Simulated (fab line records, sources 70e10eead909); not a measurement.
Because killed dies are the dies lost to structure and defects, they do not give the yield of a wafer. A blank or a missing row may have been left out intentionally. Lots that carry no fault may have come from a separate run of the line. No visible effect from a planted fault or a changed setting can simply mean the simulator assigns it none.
What tool caused it? | flow nand_harc | 6 lots with 17 wafers sampled at 5 steps, on a route of 1302 steps

## WHAT THE GAUGES READ, wafer by wafer
NHARC_END_SORT_01.
lot  | measured     | on        | killed_at_periphery
L236 | day 26 21:13 | prober-02 | 2 5 3
L237 | day 27 08:19 | prober-01 | 1 3 3
L238 | day 27 23:38 | prober-01 | 3 3 3
L244 | day 30 23:26 | prober-02 | 2 2
L248 | day 32 06:57 | prober-01 | 5 7 1
L253 | day 34 06:12 | prober-02 | 3 1 1

## WHICH TOOL RAN EACH LOT (tool, then ch and the chambers of the sampled wafers, then the start)
lot  | NHARC_A_CHANNEL_HOLE_D1_ETCH_22  | NHARC_A_CHANNEL_HOLE_D1_ETCH_24  | NHARC_A_CHANNEL_HOLE_D1_XSEM_31 | NHARC_A_CHANNEL_FILL_D1_ALD_14
L236 | har_etch-02 ch 0,1, day 10 14:34 | har_etch-02 ch 0,1, day 10 15:49 | xsem-01 ch 0, day 10 19:26      | ald_hk-03 ch 0,1, day 11 02:47
L237 | har_etch-01 ch 0,1, day 11 07:50 | har_etch-01 ch 0,1, day 11 09:07 | xsem-01 ch 0, day 11 12:36      | ald_hk-03 ch 2,3, day 11 20:29
L238 | har_etch-01 ch 1, day 11 21:31   | har_etch-01 ch 1, day 11 22:46   | xsem-01 ch 0, day 12 02:13      | ald_hk-03 ch 1,2,3, day 12 09:26
L244 | har_etch-01 ch 1, day 14 12:20   | har_etch-01 ch 1, day 14 13:38   | xsem-01 ch 0, day 14 16:59      | ald_hk-01 ch 1,3, day 15 00:23
L248 | har_etch-01 ch 0,1, day 15 18:21 | har_etch-01 ch 0,1, day 15 19:37 | xsem-02 ch 0, day 15 23:14      | ald_hk-03 ch 1,2, day 16 06:46
L253 | har_etch-01 ch 0,1, day 18 01:22 | har_etch-01 ch 0,1, day 18 02:38 | xsem-02 ch 0, day 18 06:05      | ald_hk-03 ch 0,1,2, day 18 15:55
- NHARC_A_CHANNEL_HOLE_D1_ETCH_22: etches the open film in C4F8/O2/Ar, time 666.7 s, target depth 1600 nm.
- NHARC_A_CHANNEL_HOLE_D1_ETCH_24: etches the open film in C4F8/O2/Ar, time 906.2 s, target depth 1500 nm.
- NHARC_A_CHANNEL_HOLE_D1_XSEM_31
- NHARC_A_CHANNEL_FILL_D1_ALD_14: deposits SiO2, target thk 2.5 nm, pulse time 10 s, ald cycles 25.

## THE ANSWER, worked out from the rows above alone
Rule: what is usual is taken from the lots themselves. The widest of any qualifying gaps counts: lots, ordered by their means at a reading, are off when they make up no more than a third of the lots, leave a main group of 4 or more, and stand apart from it by 3 or more times the standard deviation of that group's means. If all means in a main group match to the digits the tables above print for the reading, that group is not used. A lot without any number at a reading at which 4 lots or more have one is off too. Where the step has rows for the other lots, those lots are counted as sound.
No lot is off at any reading shown: from this, nothing can be told.

## WHAT THE SIMULATOR PUT IN
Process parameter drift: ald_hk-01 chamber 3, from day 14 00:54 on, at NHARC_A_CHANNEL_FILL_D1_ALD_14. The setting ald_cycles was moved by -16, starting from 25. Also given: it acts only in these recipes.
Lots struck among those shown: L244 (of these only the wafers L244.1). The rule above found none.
